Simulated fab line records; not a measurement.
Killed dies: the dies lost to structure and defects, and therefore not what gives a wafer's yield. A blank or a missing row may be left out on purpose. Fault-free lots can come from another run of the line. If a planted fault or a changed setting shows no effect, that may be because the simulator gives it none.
Chamber matching + flow n5_finfet + 3 sister chambers for N5_BEOL_M2_PECVD_72 on pecvd-01
The step deposits SiO2 from TEOS/O2, target thk 16 nm, time 18 s. 14 wafers are shown with their chamber, then 7 later ones without.

WAFERS PAIRED WITH THEIR CHAMBERS
| wafer  | chamber | throttle_valve_pct (%) | showerhead_plenum_p_Torr (Torr) | heater_power_w (W) |
|--------|---------|------------------------|---------------------------------|--------------------|
| L076.1 | 2       | 22.1                   | 8.80                            | 617                |
| L076.2 | 0       | 23.6                   | 8.74                            | 754                |
| L076.5 | 2       | 22.4                   | 8.81                            | 612                |
| L077.1 | 1       | 21.6                   | 8.77                            | 746                |
| L077.2 | 0       | 23.9                   | 8.73                            | 663                |
| L077.3 | 2       | 22.2                   | 8.82                            | 713                |
| L086.3 | 1       | 21.7                   | 8.74                            | 722                |
| L086.5 | 0       | 23.6                   | 8.73                            | 790                |
| L086.6 | 2       | 22.3                   | 8.79                            | 685                |
| L087.3 | 0       | 23.8                   | 8.72                            | 793                |
| L087.4 | 0       | 23.6                   | 8.76                            | 792                |
| L087.5 | 1       | 21.7                   | 8.76                            | 750                |
| L091.2 | 1       | 22.0                   | 8.76                            | 805                |
| L091.3 | 0       | 23.7                   | 8.74                            | 785                |

SIGNATURES, as means of the wafers listed above
| reading                  | chamber 0 | chamber 1 | chamber 2 | scatter within a chamber |
|--------------------------|-----------|-----------|-----------|--------------------------|
| throttle_valve_pct       | 23.700    | 21.750    | 22.250    | 0.141                    |
| showerhead_plenum_p_Torr | 8.7367    | 8.7575    | 8.8050    | 0.0132                   |
| heater_power_w           | 762.83    | 755.75    | 656.75    | 47                       |
Rule: a wafer's distance from a chamber is the root of the sum, over the readings, of the square of ((its reading less the chamber's mean) divided by the reading's scatter). The wafer belongs to the nearest chamber; if the next one is less than 2 further off, it can't be placed. The scatter: take each reading less its chamber's mean, square it, sum over the shown wafers, divide by the number of wafers less the number of chambers, and take the root.

WAFERS WITHOUT THEIR CHAMBER
| wafer  | throttle_valve_pct (%) | showerhead_plenum_p_Torr (Torr) | heater_power_w (W) |
|--------|------------------------|---------------------------------|--------------------|
| L091.6 | 21.6                   | 8.76                            | 841                |
| L093.1 | 21.8                   | 8.75                            | 813                |
| L093.2 | 24.0                   | 8.75                            | 730                |
| L093.5 | 21.5                   | 8.74                            | 830                |
| L096.2 | 23.5                   | 8.75                            | 797                |
| L096.5 | 22.2                   | 8.83                            | 745                |
| L096.6 | 23.5                   | 8.69                            | 796                |

WHICH CHAMBER EACH WENT THROUGH
| wafer  | from the rows above | in truth |
|--------|---------------------|----------|
| L091.6 | 1                   | 1        |
| L093.1 | 1                   | 1        |
| L093.2 | 0                   | 0        |
| L093.5 | 1                   | 1        |
| L096.2 | 0                   | 0        |
| L096.5 | 2                   | 2        |
| L096.6 | 0                   | 0        |
Correct placement for 7 of the 7. Number that these rows cannot place: 0. Number placed wrongly: 0.
